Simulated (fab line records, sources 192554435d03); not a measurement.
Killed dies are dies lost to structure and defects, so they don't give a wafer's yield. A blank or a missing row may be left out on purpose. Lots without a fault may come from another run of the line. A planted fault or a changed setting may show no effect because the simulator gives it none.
Split-lot experiment | flow n5_finfet | 7 lots, 21 wafers read, on a route of 1938 steps

THE SPLIT
At N5_BEOL_M0_SAQP_COAT_08 (resist thk 90 nm), the setting spin_rpm was moved away from the recipe's 1500 rpm on 8 of the 21 wafers read, by -10.6% to +8.5%. The other wafers ran this setting at the recipe's value.

FROM THE SPLIT TO THE READING: what the file shows between them, 2 steps
- N5_BEOL_M0_SAQP_EBR_10
- N5_BEOL_M0_SAQP_SOFTBAKE_09: time 60 s

THE READING
CAR-ArF_of_BEOL_M0_SAQP_COAT_08.thk_nm (the simulator's own value, which no gauge read), in nm, at N5_BEOL_M0_SAQP_DESCUM_19 (chemistry O2, time 7.9 s). The file gives no usual value for it. The 13 wafers here that ran the recipe average 83.6 nm, standard deviation 0.26 nm.

wafer  | tool, chamber at the split | spin_rpm as run, rpm | against the recipe | CAR-ArF_of_BEOL_M0_SAQP_COAT_08.thk_nm, nm | against lot-mates on the recipe
L075.1 | litho_track-05, 0          | 1500                 | recipe             | 84                                         | -
L075.4 | litho_track-05, 0          | 1500                 | recipe             | 83.8                                       | -
L075.6 | litho_track-05, 0          | 1500                 | recipe             | 83.4                                       | -
L077.1 | litho_track-05, 0          | 1500                 | recipe             | 83.8                                       | -
L077.4 | litho_track-05, 0          | 1500                 | recipe             | 83.8                                       | -
L077.5 | litho_track-05, 0          | 1391                 | -7.3%              | 87.2                                       | +3.4
L084.2 | litho_track-03, 0          | 1388                 | -7.5%              | 87                                         | +3.8
L084.4 | litho_track-03, 0          | 1500                 | recipe             | 83.2                                       | -
L084.6 | litho_track-03, 0          | 1500                 | recipe             | 83.2                                       | -
L090.1 | litho_track-05, 0          | 1399                 | -6.7%              | 86.6                                       | +3.2
L090.4 | litho_track-05, 0          | 1500                 | recipe             | 83.4                                       | -
L090.5 | litho_track-05, 0          | 1399                 | -6.7%              | 86.8                                       | +3.4
L092.2 | litho_track-03, 0          | 1500                 | recipe             | 83.6                                       | -
L092.5 | litho_track-03, 0          | 1500                 | recipe             | 83.6                                       | -
L092.3 | litho_track-03, 0          | 1410                 | -6.0%              | 86.6                                       | +3.0
L095.2 | litho_track-04, 0          | 1500                 | recipe             | 83.6                                       | -
L095.3 | litho_track-04, 0          | 1628                 | +8.5%              | 79.6                                       | -4.0
L095.6 | litho_track-04, 0          | 1628                 | +8.5%              | 80                                         | -3.6
L097.3 | litho_track-05, 0          | 1500                 | recipe             | 83.2                                       | -
L097.4 | litho_track-05, 0          | 1500                 | recipe             | 83.8                                       | -
L097.6 | litho_track-05, 0          | 1341                 | -10.6%             | 88.6                                       | +5.1

THE FIT
A straight line over all 21 wafers: CAR-ArF_of_BEOL_M0_SAQP_COAT_08.thk_nm changes by -0.464 nm for each +1% of spin_rpm; r = -0.99; the points scatter about the line by 0.24 nm.
The same after taking each lot's own level away (the mean of its wafers on the recipe; 21 wafers): -0.472 nm for each +1%; r = -1.00; scatter 0.18 nm.
On that fit, the largest move of spin_rpm shifts the reading by 5 nm.
The lots' own levels span 83.20 to 83.80 nm, that is 2.3 times the standard deviation above.
So the lot-to-lot level changes the slope little: the two slopes agree.
Check: with one of the wafers moved furthest among these (-10.6%) left out of the fit, the line predicts +5.05 nm for it against its lot-mates. It came out at +5.1 nm against them.

THE WHOLE CHAIN: every reading that the file lists as answering this split, in the file's order
step                      | what it does             | reading                                                                                 | change (the file's fit)               | r (the file's)
N5_BEOL_M0_SAQP_COAT_08   | resist thk 90 nm         | CAR-ArF_of_BEOL_M0_SAQP_COAT_08.thk_nm (the simulator's own value, which no gauge read) | -0.486 nm for each +1% of the setting | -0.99
N5_BEOL_M0_SAQP_DESCUM_19 | chemistry O2, time 7.9 s | CAR-ArF_of_BEOL_M0_SAQP_COAT_08.thk_nm (the simulator's own value, which no gauge read) | -0.479 nm for each +1% of the setting | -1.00

THE FILE'S OWN FIT
CAR-ArF_of_BEOL_M0_SAQP_COAT_08.thk_nm changes by -0.479 nm for each +1% of spin_rpm, r = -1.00.
